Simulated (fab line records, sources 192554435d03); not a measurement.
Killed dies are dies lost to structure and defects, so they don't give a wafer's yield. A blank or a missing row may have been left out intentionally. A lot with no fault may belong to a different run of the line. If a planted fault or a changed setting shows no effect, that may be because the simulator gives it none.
Split-lot study || flow n5Finfet || on a route of 1938 steps: 7 lots, 21 wafers read

THE SPLIT ITSELF
At N5_BEOL_M4_TRENCH_ETCH_37 (etches SiOC in C4F6/O2, target depth 55.555 nm, time 29.2 s), the setting timeS was moved away from the recipe's 29.2 s on 4 of the 21 wafers read, by -13.7% to +14.9%. All remaining wafers had this setting at the recipe value.

FROM THE SPLIT TO THE READING: what the file shows between them, 13 steps
- N5_BEOL_M4_ETCH_41: etches SiCN in CH3F/O2, target depth 29.9 nm, time 52.5 s
- N5_BEOL_M4_STRIP_97: strips in N2/H2, time 10 s
- N5_BEOL_M4_OCD_MEAS_38
- N5_BEOL_M4_HM_STRIP_39: strips TiN in peroxide tin strip, target depth 25 nm, time 158 s
- N5_BEOL_M4_SRD_40: time 30 s
- N5_BEOL_M4_ECD_50: material Cu, target thk 300 nm
- N5_BEOL_M4_ANNEAL_51: time 90 s
- N5_BEOL_M4_CMP_52: polishes, stops on SiOC, t overpolish 6.8 s, target thk 40 nm
- N5_BEOL_M4_THK_MEAS_53: measures by xrf
- N5_BEOL_M4_PRE_CLEAN_60: time 15 s
- N5_BEOL_M4_CO_CAP_55: material Co, precursor CCTBA/H2, target thk 2 nm, time 102.1 s
- N5_BEOL_M4_PRE_CLEAN_56: time 15 s
- N5_BEOL_M4_DEP_57: deposits SiCN from 3MS/NH3, target thk 8 nm, time 14 s

THE READING
M4_RS, in ohm/sq, at N5_BEOL_M4_RS_MEAS_58 (measures by four-point-probe). Fault-free wafers of this fab line usually give 0.68 ohm/sq, standard deviation 0.045 ohm/sq.

{"wafer": "L075.1", "tool, chamber at the split": "rieDiel-05, 3", "timeS as run, s": 29.2, "against the recipe": "recipe", "M4_RS, ohm/sq": 0.66, "against lot-mates on the recipe": "-"}
{"wafer": "L075.3", "tool, chamber at the split": "rieDiel-05, 0", "timeS as run, s": 29.2, "against the recipe": "recipe", "M4_RS, ohm/sq": 0.70, "against lot-mates on the recipe": "-"}
{"wafer": "L075.4", "tool, chamber at the split": "rieDiel-05, 1", "timeS as run, s": 29.2, "against the recipe": "recipe", "M4_RS, ohm/sq": 0.66, "against lot-mates on the recipe": "-"}
{"wafer": "L077.2", "tool, chamber at the split": "rieDiel-04, 2", "timeS as run, s": 29.2, "against the recipe": "recipe", "M4_RS, ohm/sq": 0.78, "against lot-mates on the recipe": "-"}
{"wafer": "L077.3", "tool, chamber at the split": "rieDiel-04, 1", "timeS as run, s": 29.2, "against the recipe": "recipe", "M4_RS, ohm/sq": 0.72, "against lot-mates on the recipe": "-"}
{"wafer": "L077.6", "tool, chamber at the split": "rieDiel-04, 2", "timeS as run, s": 33.54, "against the recipe": "+14.9%", "M4_RS, ohm/sq": 0.53, "against lot-mates on the recipe": -0.22}
{"wafer": "L078.2", "tool, chamber at the split": "rieDiel-06, 1", "timeS as run, s": 25.54, "against the recipe": "-12.5%", "M4_RS, ohm/sq": 0.93, "against lot-mates on the recipe": "+0.21"}
{"wafer": "L078.4", "tool, chamber at the split": "rieDiel-06, 2", "timeS as run, s": 29.2, "against the recipe": "recipe", "M4_RS, ohm/sq": 0.67, "against lot-mates on the recipe": "-"}
{"wafer": "L078.5", "tool, chamber at the split": "rieDiel-06, 1", "timeS as run, s": 29.2, "against the recipe": "recipe", "M4_RS, ohm/sq": 0.76, "against lot-mates on the recipe": "-"}
{"wafer": "L082.2", "tool, chamber at the split": "rieDiel-06, 1", "timeS as run, s": 29.2, "against the recipe": "recipe", "M4_RS, ohm/sq": 0.79, "against lot-mates on the recipe": "-"}
{"wafer": "L082.4", "tool, chamber at the split": "rieDiel-06, 2", "timeS as run, s": 26.94, "against the recipe": "-7.7%", "M4_RS, ohm/sq": 0.75, "against lot-mates on the recipe": "+0.03"}
{"wafer": "L082.6", "tool, chamber at the split": "rieDiel-06, 3", "timeS as run, s": 29.2, "against the recipe": "recipe", "M4_RS, ohm/sq": 0.65, "against lot-mates on the recipe": "-"}
{"wafer": "L084.1", "tool, chamber at the split": "rieDiel-05, 2", "timeS as run, s": 25.19, "against the recipe": "-13.7%", "M4_RS, ohm/sq": 0.96, "against lot-mates on the recipe": "+0.35"}
{"wafer": "L084.3", "tool, chamber at the split": "rieDiel-05, 1", "timeS as run, s": 29.2, "against the recipe": "recipe", "M4_RS, ohm/sq": 0.62, "against lot-mates on the recipe": "-"}
{"wafer": "L084.6", "tool, chamber at the split": "rieDiel-05, 1", "timeS as run, s": 29.2, "against the recipe": "recipe", "M4_RS, ohm/sq": 0.60, "against lot-mates on the recipe": "-"}
{"wafer": "L091.1", "tool, chamber at the split": "rieDiel-06, 3", "timeS as run, s": 29.2, "against the recipe": "recipe", "M4_RS, ohm/sq": 0.62, "against lot-mates on the recipe": "-"}
{"wafer": "L091.2", "tool, chamber at the split": "rieDiel-06, 0", "timeS as run, s": 29.2, "against the recipe": "recipe", "M4_RS, ohm/sq": 0.74, "against lot-mates on the recipe": "-"}
{"wafer": "L091.3", "tool, chamber at the split": "rieDiel-06, 2", "timeS as run, s": 29.2, "against the recipe": "recipe", "M4_RS, ohm/sq": 0.64, "against lot-mates on the recipe": "-"}
{"wafer": "L095.3", "tool, chamber at the split": "rieDiel-04, 2", "timeS as run, s": 29.2, "against the recipe": "recipe", "M4_RS, ohm/sq": 0.71, "against lot-mates on the recipe": "-"}
{"wafer": "L095.5", "tool, chamber at the split": "rieDiel-04, 1", "timeS as run, s": 29.2, "against the recipe": "recipe", "M4_RS, ohm/sq": 0.63, "against lot-mates on the recipe": "-"}
{"wafer": "L095.6", "tool, chamber at the split": "rieDiel-04, 0", "timeS as run, s": 29.2, "against the recipe": "recipe", "M4_RS, ohm/sq": 0.63, "against lot-mates on the recipe": "-"}

THE FIT
A straight line over all 21 wafers: M4_RS changes by -0.0153 ohm/sq for each +1% of timeS; r = -0.82; the points scatter about the line by 0.062 ohm/sq.
The same after taking each lot's own level away (the mean of its wafers on the recipe; 21 wafers): -0.0175 ohm/sq for each +1%; r = -0.88; scatter 0.053 ohm/sq.
According to that fit, moving timeS by its largest amount changes the reading by 0.26 ohm/sq.
From 0.610 to 0.750 ohm/sq: that is the span of the lots' own levels, equal to 3.1 times the standard deviation above.
In other words, the slope is changed by the lot-to-lot level; the two fits disagree.
Check: -0.29 ohm/sq against its lot-mates is what the line predicts for one of the wafers moved furthest among these (+14.9%) when that wafer is left out of the fit. Against them it came out at -0.22 ohm/sq.

ADDITIONAL SPLITS CARRIED BY THESE WAFERS
These wafers also went through other splits before the reading. Each is held against what the fit with the lots' levels taken away leaves over:
{"other split on the same wafers": "N5_BEOL_M3_COAT_22 spinRpm", "wafers away from the commonest value": 4, "r with M4_RS (lot level and that fit taken away)": -0.05}
{"other split on the same wafers": "N5_BEOL_M3_TRENCH_ETCH_37 timeS", "wafers away from the commonest value": 5, "r with M4_RS (lot level and that fit taken away)": "+0.30"}
{"other split on the same wafers": "N5_BEOL_M3_ETCH_41 targetDepthA", "wafers away from the commonest value": 9, "r with M4_RS (lot level and that fit taken away)": -0.01}

THE WHOLE CHAIN: every reading that the file lists as answering this split, in the file's order
{"step": "N5_BEOL_M4_TRENCH_ETCH_37", "what it does": "etches SiOC in C4F6/O2, target depth 55.555 nm, time 29.2 s", "reading": "BEOL_M4.featureDepthNm (the simulator's own value, which no gauge read)", "change (the file's fit)": "+0.606 nm for each +1% of the setting", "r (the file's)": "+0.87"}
{"step": "N5_BEOL_M4_TRENCH_ETCH_37", "what it does": "etches SiOC in C4F6/O2, target depth 55.555 nm, time 29.2 s", "reading": "etch.depthNm (the simulator's own value, which no gauge read)", "change (the file's fit)": "+0.607 nm for each +1% of the setting", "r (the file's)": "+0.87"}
{"step": "N5_BEOL_M4_OCD_MEAS_38", "what it does": "", "reading": "trenchDepthNm", "change (the file's fit)": "+0.6 nm for each +1% of the setting", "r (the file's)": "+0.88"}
{"step": "N5_BEOL_M4_CMP_52", "what it does": "polishes, stops on SiOC, t overpolish 6.8 s, target thk 40 nm", "reading": "Cu_of_BEOL_M4_ECD_50.thkNm (the simulator's own value, which no gauge read)", "change (the file's fit)": "+0.706 nm for each +1% of the setting", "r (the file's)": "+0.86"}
{"step": "N5_BEOL_M4_THK_MEAS_53", "what it does": "measures by xrf", "reading": "M4_THK", "change (the file's fit)": "+0.716 for each +1% of the setting", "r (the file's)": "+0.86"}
{"step": "N5_BEOL_M4_RS_MEAS_58", "what it does": "measures by four-point-probe", "reading": "M4_RS", "change (the file's fit)": "-0.0177 for each +1% of the setting", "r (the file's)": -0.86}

FILE'S OWN FIT
M4_RS changes by -0.0177 ohm/sq for each +1% of timeS, r = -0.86.
